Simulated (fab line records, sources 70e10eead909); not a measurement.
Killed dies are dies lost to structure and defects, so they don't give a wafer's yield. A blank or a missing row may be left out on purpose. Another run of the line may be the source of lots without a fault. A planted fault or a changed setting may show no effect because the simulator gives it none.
Chamber matching + flow nand harc + cmp-01 running NHARC_P_CONTACT_CMP_01: 4 sister chambers
The step polishes SiO2, target thk 200 nm. 20 wafers are shown with their chamber, then 10 later ones without.

## WAFERS, EACH WITH ITS CHAMBER
| wafer  | chamber | motor current A (A) |
|--------|---------|---------------------|
| L082.1 | 3       | 11.5                |
| L082.4 | 1       | 14.4                |
| L082.5 | 0       | 11.9                |
| L083.1 | 3       | 11.9                |
| L083.2 | 2       | 12.6                |
| L083.6 | 0       | 11.8                |
| L084.2 | 1       | 13.4                |
| L084.3 | 2       | 11.9                |
| L084.4 | 3       | 11.5                |
| L085.1 | 3       | 11.1                |
| L085.4 | 2       | 12.0                |
| L085.5 | 1       | 13.8                |
| L087.1 | 0       | 11.6                |
| L087.2 | 3       | 11.2                |
| L087.3 | 1       | 12.6                |
| L089.1 | 0       | 12.1                |
| L089.2 | 1       | 13.9                |
| L089.3 | 3       | 11.3                |
| L089.4 | 2       | 12.6                |
| L089.5 | 1       | 14.0                |

SIGNATURES (means of the wafers above)
| reading         | chamber 0 | chamber 1 | chamber 2 | chamber 3 | scatter within a chamber |
|-----------------|-----------|-----------|-----------|-----------|--------------------------|
| motor current A | 11.850    | 13.683    | 12.275    | 11.417    | 0.425                    |
Rule: for each reading, subtract the chamber's mean from the wafer's reading, divide by that reading's scatter and square the result; add these up over the readings and take the root, which gives the wafer's distance from the chamber. If the next closest chamber is less than 2 further off than the closest, the wafer can't be placed; otherwise it belongs to the closest. The scatter: take each reading less its chamber's mean, square it, sum over the shown wafers, divide by the number of wafers less the number of chambers, and take the root.

## WAFERS WHOSE CHAMBER IS MISSING
| wafer  | motor current A (A) |
|--------|---------------------|
| L089.6 | 11.8                |
| L090.1 | 10.9                |
| L090.3 | 12.1                |
| L090.4 | 13.8                |
| L090.2 | 12.5                |
| L090.5 | 14.7                |
| L090.6 | 11.2                |
| L091.1 | 12.0                |
| L091.3 | 13.6                |
| L091.5 | 13.7                |

## EACH ONE'S CHAMBER
| wafer  | from the rows above          | in truth |
|--------|------------------------------|----------|
| L089.6 | can't be placed: 0 or 3 or 2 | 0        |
| L090.1 | can't be placed: 3 or 0      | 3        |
| L090.3 | can't be placed: 2 or 0 or 3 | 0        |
| L090.4 | 1                            | 1        |
| L090.2 | can't be placed: 2 or 0      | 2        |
| L090.5 | 1                            | 1        |
| L090.6 | can't be placed: 3 or 0      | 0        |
| L091.1 | can't be placed: 0 or 2 or 3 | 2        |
| L091.3 | 1                            | 1        |
| L091.5 | 1                            | 1        |
Correct placement for 4 of the 10. These rows do not allow placing 6 (true chamber among the candidates in 6). Number placed wrongly: 0.
